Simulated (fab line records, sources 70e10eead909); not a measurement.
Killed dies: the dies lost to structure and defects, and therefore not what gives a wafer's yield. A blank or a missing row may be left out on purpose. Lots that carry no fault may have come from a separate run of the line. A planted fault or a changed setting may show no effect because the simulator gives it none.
fab line records	flow nandHarc
[record] lots = 24	wafers = 72	lastDay = 33
route steps=1302 shown P_M2@344 P_BONDPAD@372 A_ZERO_WELL@401
lots with no fault: from the same line, run without faults
startH: hours from the record's first day to the start of the lot's first wafer shown	waitH: how many hours have passed since the lot's step before this one	" the same as in the row above	L1.1+2: one row covering several wafers at once	- either no value or no given start	* or withheld: withheld	< > ~ a bound
route shown NAME@n: a module of which the file shows steps, and the number in the route of the first	usual: the fault-free wafers' mean and standard deviation	same: alike in all rows	chamber/n: place in a boat	sites: readings site by site	_std_site: standard deviation across them	_edge_site: mean of outer sites minus mean of inner sites	radiusMm: how far each site lies from the wafer's centre	mask NAME#n: copy n	behind: the last tool/chamber to shape the wafer	hold: the reason the lot was held/the length of the hold in hours/how it ended	device: whichever transistor did not switch (one of n, p or np)	end of line: the tests these same wafers got at the end of their route	a step with no rows: only its recipe	killed: the dies lost at the first sort to structure and to defects; this is not the yield of the wafer	map: the dies of a wafer, with x for killed, . for not killed, _ for no die there
set.NAME: the setting the step ran with; set.NAME@STEP: the setting that earlier step ran with	model.NAME: the simulator's own value behind a step, which no gauge read
route steps across a sampled set of lots; one table per step, one row per wafer
services: when a tool's chamber went out of use (startH, in hours from the record's first day, below 0 if earlier), for how many hours, and the reason
[[steps]]
[step NHARC_P_M2_CMP_23]
[recipe] tOverpolishS = 20	targetThkNm = 144.3
[usual] motorCurrentA = 12.0/1.2	slurryFlowMlMin = 150.0/0.44	timeToEndpointS = 29/3.9
lot.wafer	tool	chamber	startH	waitH	motorCurrentA	slurryFlowMlMin	timeToEndpointS
L074.2	cmp-01	2	136.33	-	11.3	150.1	26
L074.1	"	0	"	"	13.4	149.8	24
L074.5	"	3	"	"	11.2	149.9	25
L075.1	cmp-01	1	139.49	-	12.2	149.1	33
L075.2	"	0	"	"	13.5	150.1	24
L075.5	"	1	"	"	12.4	149.4	30
L076.1	cmp-01	3	151.34	-	11.4	149.9	26
L076.3	"	2	"	"	10.8	150.2	30
L076.6	"	3	"	"	11.5	150.2	27
L077.1	cmp-01	1	162.81	-	12.5	149.9	37
L077.2	"	2	"	"	11.8	149.1	29
L077.5	"	3	"	"	11.6	150.7	26
L078.4	cmp-03	3	174.55	-	10.8	149.9	35
L078.6	"	1	"	"	13.2	150.3	33
L078.5	"	2	"	"	13.8	150.2	31
L079.4	cmp-03	2	179.73	-	14.8	150.0	34
L079.3	"	3	"	"	10.3	149.9	39
L079.6	"	1	"	"	13.2	150.0	36
L080.4	cmp-04	3	197.17	-	11.4	150.4	25
L080.2	"	1	"	"	9.7	150.0	21
L080.5	"	3	"	"	11.2	150.7	25
L081.4	cmp-04	2	208.43	-	11.3	149.9	30
L081.2	"	3	"	"	11.4	149.1	26
L081.5	"	1	"	"	9.3	150.1	23
L082.2	cmp-03	2	213.04	-	13.9	149.8	34
L082.4	"	3	"	"	11.0	150.3	37
L082.6	"	0	"	"	12.1	150.7	33
L083.3	cmp-03	1	230.33	-	13.7	149.6	31
L083.2	"	3	"	"	10.4	149.1	34
L083.5	"	1	"	"	12.9	149.2	32
L084.2	cmp-01	2	234.55	-	11.1	149.6	27
L084.3	"	3	"	"	11.8	150.3	26
L084.1	"	0	"	"	13.6	149.8	28
L085.3	cmp-03	3	238.36	-	10.9	150.2	32
L085.1	"	2	"	"	13.0	149.8	30
L085.6	"	0	"	"	11.2	150.2	27
L086.2	cmp-04	3	249.87	-	11.7	150.0	26
L086.4	"	0	"	"	11.3	150.8	33
L086.6	"	3	"	"	11.7	149.4	26
L087.1	cmp-04	0	261.18	-	11.3	150.7	32
L087.2	"	2	"	"	11.3	150.3	31
L087.6	"	0	"	"	11.1	151.1	33
L089.2	cmp-01	2	279.83	-	11.0	150.5	33
L089.4	"	1	"	"	12.3	150.3	37
L089.5	"	3	"	"	11.8	150.1	31
L088.3	cmp-01	2	282.23	-	10.5	150.3	26
L088.6	"	2	"	"	11.7	149.6	28
L088.5	"	3	"	"	11.5	150.7	26
L090.2	cmp-03	2	299.69	-	14.5	150.5	33
L090.3	"	3	"	"	10.8	149.2	34
L090.1	"	0	"	"	12.8	150.2	29
L091.2	cmp-01	1	302.04	-	12.3	149.1	33
L091.3	"	2	"	"	10.8	149.7	26
L091.6	"	3	"	"	11.1	149.9	24
L092.3	cmp-04	0	312.03	-	11.6	149.0	30
L092.1	"	1	"	"	10.4	149.5	22
L092.5	"	0	"	"	11.7	149.2	33
L093.3	cmp-01	0	321.34	-	13.5	150.3	28
L093.5	"	0	"	"	13.8	150.1	30
L093.6	"	1	"	"	12.6	149.6	36
L094.1	cmp-04	1	336.79	-	9.9	149.9	22
L094.4	"	0	"	"	11.5	149.8	30
L094.5	"	1	"	"	10.2	149.5	21
L095.4	cmp-03	1	340.66	-	14.0	149.6	35
L095.1	"	2	"	"	13.8	149.5	31
L095.5	"	3	"	"	10.7	150.2	36
L096.4	cmp-01	0	353.92	-	14.1	149.7	26
L096.6	"	3	"	"	10.9	149.9	26
L096.5	"	0	"	"	13.0	150.6	27
L097.3	cmp-03	1	364.40	-	13.9	150.1	30
L097.1	"	2	"	"	14.0	150.0	31
L097.4	"	0	"	"	12.2	149.9	24
[step NHARC_P_M2_THK_MEAS_24]
[recipe] thkMeasGauge = xrf
[usual] thkNm = 144.5/1.8
lot.wafer	tool	chamber	startH	waitH	thkNm
L074.1	filmMetro-02	-	136.65	-	143.4
L074.2	"	-	"	"	143.9
L074.5	"	-	"	"	143.6
L075.1	filmMetro-02	-	139.81	-	144.4
L075.2	"	-	"	"	140.8
L075.5	"	-	"	"	147.1
L076.1	filmMetro-02	-	151.66	-	143.6
L076.3	"	-	"	"	145.7
L076.6	"	-	"	"	143.9
L077.1	filmMetro-02	-	163.07	-	147.9
L077.2	"	-	"	"	142.9
L077.5	"	-	"	"	143.1
L078.4	filmMetro-01	-	174.81	-	145.4
L078.5	"	-	"	"	145.6
L078.6	"	-	"	"	143.0
L079.3	filmMetro-01	-	179.99	-	144.8
L079.4	"	-	"	"	143.2
L079.6	"	-	"	"	145.1
L080.2	filmMetro-02	-	197.48	-	144.3
L080.4	"	-	"	"	141.9
L080.5	"	-	"	"	142.2
L081.2	filmMetro-02	-	208.72	-	143.5
L081.4	"	-	"	"	144.1
L081.5	"	-	"	"	142.9
L082.2	filmMetro-02	-	213.29	-	146.9
L082.4	"	-	"	"	144.3
L082.6	"	-	"	"	144.2
L083.2	filmMetro-02	-	230.61	-	145.8
L083.3	"	-	"	"	147.2
L083.5	"	-	"	"	145.1
L084.1	filmMetro-02	-	234.87	-	141.8
L084.2	"	-	"	"	142.8
L084.3	"	-	"	"	142.5
L085.1	filmMetro-01	-	238.67	-	145.7
L085.3	"	-	"	"	147.1
L085.6	"	-	"	"	143.5
L086.2	filmMetro-01	-	250.16	-	144.9
L086.4	"	-	"	"	146.4
L086.6	"	-	"	"	146.0
L087.1	filmMetro-02	-	261.47	-	148.6
L087.2	"	-	"	"	145.9
L087.6	"	-	"	"	145.0
L089.2	filmMetro-01	-	280.15	-	142.2
L089.4	"	-	"	"	144.4
L089.5	"	-	"	"	142.8
L088.3	filmMetro-01	-	282.55	-	144.5
L088.5	"	-	"	"	143.4
L088.6	"	-	"	"	145.8
L090.1	filmMetro-02	-	299.97	-	146.4
L090.2	"	-	"	"	146.7
L090.3	"	-	"	"	147.4
L091.2	filmMetro-01	-	302.30	-	146.7
L091.3	"	-	"	"	144.9
L091.6	"	-	"	"	144.1
L092.1	filmMetro-02	-	312.34	-	142.2
L092.3	"	-	"	"	147.2
L092.5	"	-	"	"	144.3
L093.3	filmMetro-02	-	321.66	-	142.4
L093.5	"	-	"	"	143.9
L093.6	"	-	"	"	145.8
L094.1	filmMetro-01	-	337.11	-	141.1
L094.4	"	-	"	"	144.8
L094.5	"	-	"	"	139.4
L095.1	filmMetro-02	-	340.92	-	145.8
L095.4	"	-	"	"	146.9
L095.5	"	-	"	"	146.7
L096.4	filmMetro-01	-	354.21	-	143.4
L096.5	"	-	"	"	142.5
L096.6	"	-	"	"	145.2
L097.1	filmMetro-01	-	364.72	-	144.9
L097.3	"	-	"	"	144.8
L097.4	"	-	"	"	143.1
[step NHARC_P_BONDPAD_ETCH_24]
[recipe] targetDepthA = 300	overEtchFrac = 0.3	timeS = 72.99	ionEnergyEv = 150	cf4FlowSccm = 50	n2FlowSccm = 100	arFlowSccm = 150	rfW = 300	biasW = 100	chemistry = CF4/N2
[usual] drypumpMotorCurrentA = 5.9/0.42	oesProductAu = 1.002/0.016	rfFwdPowerW = 297.6/1.1	rfVppV = 314.3/2	showerheadPlenumPTorr = 2.63/0.11	throttleValvePct = 19.794/0.009
lot.wafer	tool	chamber	startH	waitH	drypumpMotorCurrentA	oesProductAu	rfFwdPowerW	rfHoursCounterH	rfVppV	showerheadPlenumPTorr	throttleValvePct
L074.1	rieDiel-02	3	-	-	5.7	1.013	298.7	3.2	313.7	2.68	19.792
L074.2	"	2	"	"	6.4	1.014	297.8	3.0	311.0	2.49	19.792
L074.5	"	0	"	"	6.0	0.991	298.8	-	313.5	2.59	19.812
L075.2	rieDiel-11	1	-	-	6.1	1.000	296.2	2.6	312.4	2.54	19.787
L075.1	"	2	"	"	6.0	1.032	297.3	2.1	317.0	2.82	19.799
L075.5	"	0	"	"	6.7	1.027	297.7	-	316.2	2.72	19.789
L076.1	rieDiel-11	1	154.38	0.2	6.1	1.008	296.4	3.5	312.5	2.54	19.804
L076.3	"	3	"	"	5.1	0.987	297.4	3.3	317.9	2.79	19.812
L076.6	"	3	"	"	5.2	0.995	297.3	-	317.8	2.79	19.782
L077.1	rieDiel-02	2	-	-	6.3	1.007	296.8	3.6	310.8	2.49	19.798
L077.2	"	3	"	"	5.7	1.010	297.9	3.9	315.7	2.68	19.797
L077.5	"	0	"	"	6.0	0.981	298.6	-	314.5	2.59	19.786
L078.4	rieDiel-11	3	-	-	5.2	0.977	296.6	3.6	317.4	2.79	19.802
L078.6	"	3	"	"	5.1	0.976	295.7	-	318.0	2.79	19.785
L078.5	"	0	"	"	6.7	1.026	297.5	-	315.3	2.72	19.780
L079.4	rieDiel-11	1	-	-	6.1	0.995	297.6	4.3	312.9	2.54	19.792
L079.3	"	2	"	"	6.0	1.018	294.8	3.5	316.4	2.82	19.785
L079.6	"	1	"	"	6.1	0.998	296.9	-	311.7	2.54	19.799
L080.4	rieDiel-11	2	-	-	6.0	1.033	297.7	4.3	317.4	2.82	19.794
L080.2	"	0	"	"	6.7	1.033	298.9	5.2	316.3	2.72	19.795
L080.5	"	2	"	"	6.0	1.019	297.2	-	316.8	2.82	19.800
L081.4	rieDiel-02	1	-	-	5.7	1.008	298.3	4.6	312.7	2.51	19.796
L081.2	"	2	"	"	6.4	1.017	299.7	4.7	311.8	2.49	19.788
L081.5	"	1	"	"	5.7	1.016	298.5	-	312.3	2.51	19.803
L082.2	rieDiel-02	1	-	-	5.8	1.004	298.2	4.7	312.6	2.51	19.795
L082.4	"	3	"	"	5.7	1.003	297.8	5.2	313.4	2.68	19.802
L082.6	"	1	"	"	5.8	0.995	298.6	-	311.3	2.51	19.792
L083.3	rieDiel-11	3	-	-	5.1	0.990	297.5	7.2	318.2	2.79	19.788
L083.2	"	0	"	"	6.7	1.028	297.8	7.5	316.1	2.71	19.778
L083.5	"	2	"	"	6.0	1.018	295.7	-	317.7	2.82	19.790
L084.2	rieDiel-02	1	-	-	5.7	0.995	299.1	0.5	312.2	2.51	19.794
L084.1	"	2	"	"	6.3	1.020	297.6	0.6	314.4	2.49	19.793
L084.3	"	3	"	"	5.7	0.994	297.7	0.5	315.6	2.68	19.811
L085.1	rieDiel-11	2	-	-	6.0	1.016	297.0	5.3	316.5	2.82	19.788
L085.3	"	0	"	"	6.7	1.025	298.2	7.7	317.0	2.71	19.799
L085.6	"	3	"	"	5.1	0.985	297.7	-	317.1	2.79	19.801
L086.4	rieDiel-11	0	-	-	6.6	1.019	296.8	8.9	316.8	2.71	19.795
L086.2	"	2	"	"	6.0	1.018	297.6	6.3	317.3	2.82	19.785
L086.6	"	3	"	"	5.1	0.990	296.3	-	317.8	2.79	19.804
L087.1	rieDiel-12	1	-	-	5.8	0.997	297.4	8.9	313.0	2.56	19.785
L087.2	"	3	"	"	5.1	0.991	295.8	9.0	316.2	2.71	19.792
L087.6	"	2	"	"	5.6	0.988	297.5	-	313.3	2.60	19.791
L089.2	rieDiel-12	2	-	-	5.6	0.999	297.2	0.2	313.1	2.60	19.786
L089.4	"	3	"	"	5.1	0.973	297.9	0.1	316.4	2.71	19.781
L089.5	"	2	"	"	5.6	0.990	298.8	-	313.7	2.60	19.803
L088.3	rieDiel-12	0	-	-	5.9	0.993	296.4	0.2	312.0	2.56	19.778
L088.6	"	1	"	"	5.8	1.026	297.9	-	313.9	2.55	19.795
L088.5	"	2	"	"	5.6	1.010	299.5	-	314.1	2.60	19.801
L090.2	rieDiel-11	0	-	-	6.6	0.996	298.5	2.2	314.2	2.71	19.801
L090.1	"	1	"	"	6.1	0.994	295.9	1.3	312.1	2.54	19.792
L090.3	"	2	"	"	6.0	1.012	296.3	2.2	317.2	2.82	19.802
L091.3	rieDiel-02	0	-	-	6.0	0.989	297.3	2.1	314.4	2.59	19.799
L091.2	"	2	"	"	6.3	1.018	297.5	2.7	311.3	2.49	19.792
L091.6	"	1	"	"	5.7	1.005	298.3	-	312.0	2.50	19.805
L092.3	rieDiel-02	2	-	-	6.3	1.020	297.1	2.9	311.0	2.49	19.779
L092.1	"	1	"	"	5.8	1.002	298.8	2.6	310.8	2.50	19.794
L092.5	"	2	"	"	6.4	1.022	298.7	-	311.7	2.49	19.788
L093.3	rieDiel-02	2	-	-	6.3	1.010	298.4	3.0	312.7	2.49	19.788
L093.6	"	3	"	"	5.7	0.998	297.2	-	315.9	2.68	19.809
L093.5	"	0	"	"	6.0	1.001	297.4	-	313.6	2.59	19.784
L094.1	rieDiel-12	1	-	-	5.8	1.028	297.2	4.8	314.1	2.55	19.781
L094.4	"	3	"	"	5.1	0.977	297.8	4.1	314.1	2.71	19.815
L094.5	"	2	"	"	5.6	0.998	298.0	-	313.3	2.60	19.798
L095.1	rieDiel-02	0	-	-	6.0	1.003	298.9	3.1	314.0	2.59	19.793
L095.4	"	1	"	"	5.8	0.995	299.5	3.2	311.4	2.50	19.812
L095.5	"	0	"	"	6.0	0.991	298.1	-	313.7	2.59	19.792
L096.4	rieDiel-02	3	-	-	5.7	0.989	297.8	4.0	316.2	2.68	19.790
L096.5	"	0	"	"	6.0	0.992	298.1	-	312.7	2.59	19.801
L096.6	"	1	"	"	5.7	0.994	299.0	-	312.0	2.50	19.790
L097.3	rieDiel-12	0	-	-	6.0	0.991	297.1	5.6	312.8	2.56	19.788
L097.1	"	2	"	"	5.6	0.998	298.5	7.6	314.8	2.60	19.784
L097.4	"	3	"	"	5.0	0.967	298.2	6.7	315.7	2.71	19.814
[step NHARC_P_BONDPAD_CMP_19]
[recipe] tOverpolishS = 30	cuRecessTouchS = 16	targetThkNm = 160.81
[usual] motorCurrentA = 11.6/1.1	overpolishRunS = 29.999/0.0095	slurryFlowMlMin = 150.0/0.46
lot.wafer	tool	chamber	startH	waitH	motorCurrentA	overpolishRunS	slurryFlowMlMin
L074.1	cmp-01	0	140.83	-	13.1	29.980	149.5
L074.2	"	2	"	"	11.7	29.995	150.2
L074.5	"	3	"	"	11.6	30.006	149.9
L075.1	cmp-04	0	143.97	-	11.2	30.000	149.6
L075.2	"	2	"	"	11.0	29.988	150.3
L075.5	"	1	"	"	10.0	29.990	150.4
L076.1	cmp-02	3	155.89	-	9.8	30.016	150.2
L076.3	"	0	"	"	13.1	29.998	150.1
L076.6	"	0	"	"	12.9	30.013	150.5
L077.1	cmp-02	2	167.22	-	12.2	30.017	150.3
L077.2	"	3	"	"	10.6	29.995	149.9
L077.5	"	2	"	"	11.9	30.001	150.3
L078.4	cmp-02	0	178.99	-	13.4	29.993	150.8
L078.6	"	0	"	"	12.7	30.008	149.7
L078.5	"	1	"	"	11.7	30.013	149.6
L079.3	cmp-02	3	184.20	-	9.9	30.002	149.2
L079.4	"	0	"	"	13.1	29.992	150.0
L079.6	"	2	"	"	12.6	30.003	150.6
L080.4	cmp-04	3	201.57	-	11.2	29.985	150.1
L080.2	"	0	"	"	11.3	30.002	150.4
L080.5	"	2	"	"	11.4	29.995	149.8
L081.2	cmp-01	0	212.83	-	12.4	30.008	150.2
L081.4	"	2	"	"	10.9	29.989	149.3
L081.5	"	0	"	"	13.5	29.982	150.1
L082.4	cmp-02	1	217.44	-	11.5	29.985	150.0
L082.2	"	2	"	"	11.5	30.006	149.7
L082.6	"	3	"	"	10.5	30.003	149.4
L083.2	cmp-01	2	235.26	-	11.3	29.992	150.5
L083.3	"	0	"	"	14.4	30.000	149.5
L083.5	"	3	"	"	11.8	29.988	149.6
L084.2	cmp-04	2	238.91	-	11.2	29.982	149.6
L084.3	"	0	"	"	11.0	30.012	150.2
L084.1	"	1	"	"	9.6	29.986	150.0
L085.1	cmp-01	3	242.79	-	10.9	29.999	149.8
L085.3	"	0	"	"	14.0	29.997	149.5
L085.6	"	1	"	"	12.8	30.004	150.5
L086.4	cmp-01	0	254.25	-	13.6	29.998	150.0
L086.2	"	1	"	"	12.3	29.990	150.1
L086.6	"	0	"	"	13.7	30.007	149.9
L087.2	cmp-02	0	265.55	-	12.8	29.991	150.9
L087.1	"	1	"	"	12.0	29.999	150.3
L087.6	"	3	"	"	9.8	30.004	150.2
L089.4	cmp-04	0	284.19	-	11.3	29.987	150.1
L089.2	"	3	"	"	11.7	29.992	150.6
L089.5	"	1	"	"	10.2	29.990	150.5
L088.3	cmp-04	1	286.84	-	9.8	29.998	150.2
L088.6	"	3	"	"	11.4	29.998	149.5
L088.5	"	0	"	"	11.8	29.991	151.1
L090.3	cmp-04	3	304.28	-	11.7	29.991	149.7
L090.2	"	0	"	"	12.0	29.998	150.4
L090.1	"	1	"	"	10.2	30.002	150.3
L091.3	cmp-04	2	306.47	-	11.4	29.997	149.9
L091.2	"	1	"	"	9.8	30.006	150.1
L091.6	"	3	"	"	11.3	30.002	149.7
L092.3	cmp-02	0	316.55	-	12.8	30.011	150.2
L092.1	"	2	"	"	12.4	29.985	150.4
L092.5	"	3	"	"	10.2	30.005	149.8
L093.3	cmp-02	3	326.04	-	10.3	29.999	149.8
L093.5	"	3	"	"	10.6	29.997	150.5
L093.6	"	0	"	"	13.3	29.983	149.2
L094.4	cmp-02	1	341.54	-	12.4	29.998	149.8
L094.1	"	3	"	"	10.3	30.016	149.9
L094.5	"	2	"	"	12.7	29.998	149.7
L095.1	cmp-04	0	345.12	-	11.6	29.993	149.5
L095.4	"	2	"	"	11.4	30.016	149.8
L095.5	"	3	"	"	11.7	30.007	150.2
L096.4	cmp-02	1	358.49	-	12.1	30.002	149.9
L096.5	"	2	"	"	12.4	30.005	150.2
L096.6	"	3	"	"	10.3	29.993	150.0
L097.1	cmp-04	1	368.89	-	9.2	30.009	150.2
L097.4	"	2	"	"	10.9	29.988	150.7
L097.3	"	3	"	"	11.7	29.985	150.1
[step NHARC_P_BONDPAD_ACTIVATE_29]
[recipe] timeS = 60	n2FlowSccm = 200	arFlowSccm = 0	biasPowerW = 0	chemistry = N2
[usual] drypumpMotorCurrentA = 5.9/0.47	oesProductAu = 1.001/0.016	rfVppV = 64.2/0.88	showerheadPlenumPTorr = 1.79/0.081
lot.wafer	tool	chamber	startH	waitH	drypumpMotorCurrentA	oesProductAu	rfHoursCounterH	rfVppV	showerheadPlenumPTorr
L074.2	rieDiel-11	2	141.39	0.1	6.0	1.027	2.0	64.7	1.91
L074.1	"	1	"	"	6.1	0.997	2.6	63.6	1.71
L074.5	"	3	"	"	5.1	0.991	-	65.1	1.89
L075.1	rieDiel-02	2	144.59	0.1	6.3	1.020	3.0	63.9	1.67
L075.2	"	0	"	"	6.0	0.985	3.3	63.7	1.74
L075.5	"	1	"	"	5.8	1.009	-	62.6	1.68
L076.3	rieDiel-11	0	156.49	0.1	6.7	1.028	3.1	64.8	1.83
L076.1	"	2	"	"	6.0	1.033	3.0	64.3	1.91
L076.6	"	0	"	"	6.7	1.041	-	62.5	1.83
L077.1	rieDiel-02	1	167.81	0.1	5.8	1.008	3.7	63.5	1.68
L077.2	"	3	"	"	5.7	1.008	3.9	65.2	1.81
L077.5	"	1	"	"	5.8	1.009	-	64.6	1.68
L078.4	rieDiel-02	0	179.61	0.1	6.0	0.975	4.2	64.8	1.74
L078.6	"	2	"	"	6.3	1.013	-	63.9	1.67
L078.5	"	3	"	"	5.7	0.991	-	65.0	1.81
L079.3	rieDiel-12	1	184.75	0.1	5.8	1.004	4.9	63.1	1.72
L079.4	"	3	"	"	5.1	1.027	5.2	64.6	1.83
L079.6	"	0	"	"	5.9	1.009	-	62.1	1.72
L080.2	rieDiel-12	3	202.14	0.1	5.1	1.009	5.8	64.4	1.83
L080.4	"	1	"	"	5.8	1.016	5.9	64.4	1.72
L080.5	"	3	"	"	5.1	0.998	-	64.4	1.83
L081.2	rieDiel-11	0	213.43	0.1	6.7	1.036	5.9	64.5	1.83
L081.4	"	1	"	"	6.1	0.992	6.1	64.3	1.70
L081.5	"	3	"	"	5.1	0.989	-	63.9	1.89
L082.2	rieDiel-11	3	218.02	0.1	5.1	0.985	6.2	64.4	1.89
L082.6	"	0	"	"	6.7	1.025	-	64.2	1.83
L082.4	"	1	"	"	6.1	0.996	-	65.0	1.70
L083.3	rieDiel-11	2	235.86	0.1	6.0	1.010	5.0	66.6	1.91
L083.2	"	0	"	"	6.7	1.037	7.5	64.2	1.83
L083.5	"	1	"	"	6.1	0.989	-	62.8	1.70
L084.2	rieDiel-11	2	239.49	0.1	6.0	1.019	5.2	64.9	1.91
L084.1	"	3	"	"	5.1	0.988	7.3	66.1	1.89
L084.3	"	1	"	"	6.1	0.995	8.0	63.3	1.70
L085.3	rieDiel-12	1	243.32	0.1	5.9	1.011	7.6	63.7	1.72
L085.1	"	3	"	"	5.1	1.003	7.8	64.2	1.83
L085.6	"	1	"	"	5.8	1.003	-	63.6	1.72
L086.4	rieDiel-11	0	254.84	0.1	6.6	1.033	8.9	65.4	1.83
L086.2	"	2	"	"	6.0	1.013	6.4	64.5	1.91
L086.6	"	0	"	"	6.7	1.020	-	64.3	1.83
L087.2	rieDiel-02	3	266.15	0.1	5.7	0.995	1.2	64.4	1.81
L087.1	"	1	"	"	5.7	0.994	1.0	64.1	1.68
L087.6	"	2	"	"	6.3	1.006	-	63.8	1.67
L089.2	rieDiel-11	0	284.83	0.1	6.7	1.001	1.9	64.8	1.83
L089.5	"	1	"	"	6.2	0.984	-	63.6	1.70
L089.4	"	0	"	"	6.7	0.997	-	65.2	1.83
L088.3	rieDiel-11	0	287.39	0.1	6.7	1.018	2.0	65.5	1.83
L088.5	"	1	"	"	6.1	1.003	-	63.1	1.70
L088.6	"	2	"	"	6.0	0.997	-	63.3	1.91
L090.1	rieDiel-12	2	304.89	0.1	5.5	0.993	2.4	64.4	1.75
L090.2	"	3	"	"	5.1	0.964	1.4	63.9	1.83
L090.3	"	0	"	"	5.9	0.990	1.5	64.6	1.72
L091.2	rieDiel-11	3	307.07	0.1	5.1	0.998	2.5	65.0	1.88
L091.3	"	0	"	"	6.7	0.990	2.7	64.5	1.83
L091.6	"	3	"	"	5.1	0.981	-	64.7	1.89
L092.3	rieDiel-12	3	317.16	0.1	5.1	0.976	2.3	63.1	1.83
L092.1	"	0	"	"	6.0	0.989	2.0	63.7	1.72
L092.5	"	1	"	"	5.8	1.024	-	64.9	1.71
L093.3	rieDiel-12	2	326.64	0.1	5.6	0.995	3.5	65.2	1.75
L093.6	"	1	"	"	5.8	1.015	-	63.6	1.72
L093.5	"	2	"	"	5.6	1.010	-	63.4	1.75
L094.4	rieDiel-12	2	342.16	0.1	5.6	0.999	5.6	63.7	1.75
L094.1	"	1	"	"	5.8	1.025	4.9	64.7	1.71
L094.5	"	3	"	"	5.1	0.970	-	63.2	1.83
L095.4	rieDiel-11	1	345.70	0.1	6.1	0.987	4.0	63.4	1.70
L095.1	"	2	"	"	6.0	1.001	4.9	65.0	1.91
L095.5	"	1	"	"	6.1	0.989	-	64.4	1.70
L096.4	rieDiel-11	0	359.01	0.1	6.6	0.985	5.0	65.7	1.83
L096.6	"	2	"	"	6.0	0.991	-	65.1	1.90
L096.5	"	3	"	"	5.1	0.976	-	64.5	1.88
L097.1	rieDiel-02	2	369.48	0.1	6.3	1.025	4.2	64.3	1.67
L097.3	"	0	"	"	6.0	1.001	3.9	65.2	1.74
L097.4	"	1	"	"	5.8	0.993	3.9	64.4	1.68
[step NHARC_A_ZERO_WELL_CD_MEAS_10]
[recipe] targetCdNm = 2000	landingEnergyEv = 500
[usual] cdNm = 1999.8/1.9
lot.wafer	tool	chamber	startH	waitH	cdNm
L074.1	cdSem-01	0	142.63	-	2002.8
L074.2	"	0	"	"	2003.6
L074.5	"	0	"	"	1999.9
L075.1	cdSem-02	0	145.82	-	1999.7
L075.2	"	0	"	"	1999.6
L075.5	"	0	"	"	2000.7
L076.1	cdSem-02	0	157.73	-	1998.8
L076.3	"	0	"	"	2000.9
L076.6	"	0	"	"	2000.5
L077.1	cdSem-01	0	169.06	-	1996.6
L077.2	"	0	"	"	1998.3
L077.5	"	0	"	"	1999.5
L078.4	cdSem-02	0	180.84	-	2000.6
L078.5	"	0	"	"	2002.5
L078.6	"	0	"	"	2003.0
L079.3	cdSem-03	0	185.99	-	1999.8
L079.4	"	0	"	"	1999.2
L079.6	"	0	"	"	2000.3
L080.2	cdSem-03	0	203.44	-	1998.5
L080.4	"	0	"	"	1997.8
L080.5	"	0	"	"	1998.1
L081.2	cdSem-01	0	214.65	-	1999.3
L081.4	"	0	"	"	1998.9
L081.5	"	0	"	"	2002.6
L082.2	cdSem-01	0	219.26	-	1997.9
L082.4	"	0	"	"	2000.8
L082.6	"	0	"	"	1996.8
L083.2	cdSem-01	0	237.11	-	1999.0
L083.3	"	0	"	"	1999.3
L083.5	"	0	"	"	1998.3
L084.1	cdSem-02	0	240.62	-	1997.3
L084.2	"	0	"	"	2000.2
L084.3	"	0	"	"	2003.8
L085.1	cdSem-01	0	244.45	-	2001.9
L085.3	"	0	"	"	1997.7
L085.6	"	0	"	"	1999.0
L086.2	cdSem-03	0	256.14	-	1997.0
L086.4	"	0	"	"	1998.0
L086.6	"	0	"	"	1998.5
L087.1	cdSem-02	0	267.37	-	2000.3
L087.2	"	0	"	"	2005.3
L087.6	"	0	"	"	1995.8
L089.2	cdSem-01	0	286.08	-	2000.3
L089.4	"	0	"	"	2001.9
L089.5	"	0	"	"	2000.8
L088.3	cdSem-01	0	288.54	-	2000.1
L088.5	"	0	"	"	1999.0
L088.6	"	0	"	"	1999.7
L090.1	cdSem-02	0	306.01	-	1998.7
L090.2	"	0	"	"	2000.4
L090.3	"	0	"	"	1996.4
L091.2	cdSem-01	0	308.32	-	1996.9
L091.3	"	0	"	"	1999.1
L091.6	"	0	"	"	1999.0
L092.1	cdSem-01	0	318.40	-	1999.8
L092.3	"	0	"	"	1999.2
L092.5	"	0	"	"	1999.4
L093.3	cdSem-03	0	327.87	-	1999.6
L093.5	"	0	"	"	2000.1
L093.6	"	0	"	"	1998.1
L094.1	cdSem-01	0	343.28	-	2000.4
L094.4	"	0	"	"	1998.5
L094.5	"	0	"	"	2000.4
L095.1	cdSem-02	0	346.93	-	2000.8
L095.4	"	0	"	"	2002.4
L095.5	"	0	"	"	2000.3
L096.4	cdSem-02	0	360.14	-	1998.5
L096.5	"	0	"	"	1999.4
L096.6	"	0	"	"	2001.6
L097.1	cdSem-01	0	370.72	-	2000.3
L097.3	"	0	"	"	2001.8
L097.4	"	0	"	"	2001.1
[[services]]
tool	chamber	startH	hours	kind
cmp-04	-	114.12	2.2	repair
cmp-01	-	128.78	0.3	repair
rieDiel-02	0	129.67	8.1	repair
cmp-04	-	130.95	0.8	repair
cmp-04	-	139.37	4.2	repair
cmp-01	-	141.71	2.3	repair
rieDiel-11	0	150.61	4.0	repair
rieDiel-11	2	168.46	1.9	repair
cmp-04	-	176.93	4.7	repair
cmp-01	-	185.50	4.0	pm
rieDiel-11	-	193.68	1.4	repair
rieDiel-02	1	195.72	2.0	repair
cmp-01	-	196.86	0.7	repair
cmp-04	-	209.08	4.0	pm
rieDiel-11	2	214.71	15.5	repair
rieDiel-02	-	216.70	9.0	pm
rieDiel-11	-	230.10	0.1	repair
cmp-01	-	232.26	1.4	repair
rieDiel-11	-	255.50	9.0	pm
cmp-01	-	261.86	2.7	repair
cmp-04	-	261.93	0.8	repair
cmp-01	-	268.74	0.2	repair
rieDiel-11	1	271.01	10.4	repair
rieDiel-11	3	280.69	7.5	repair
[[key]]
fault none
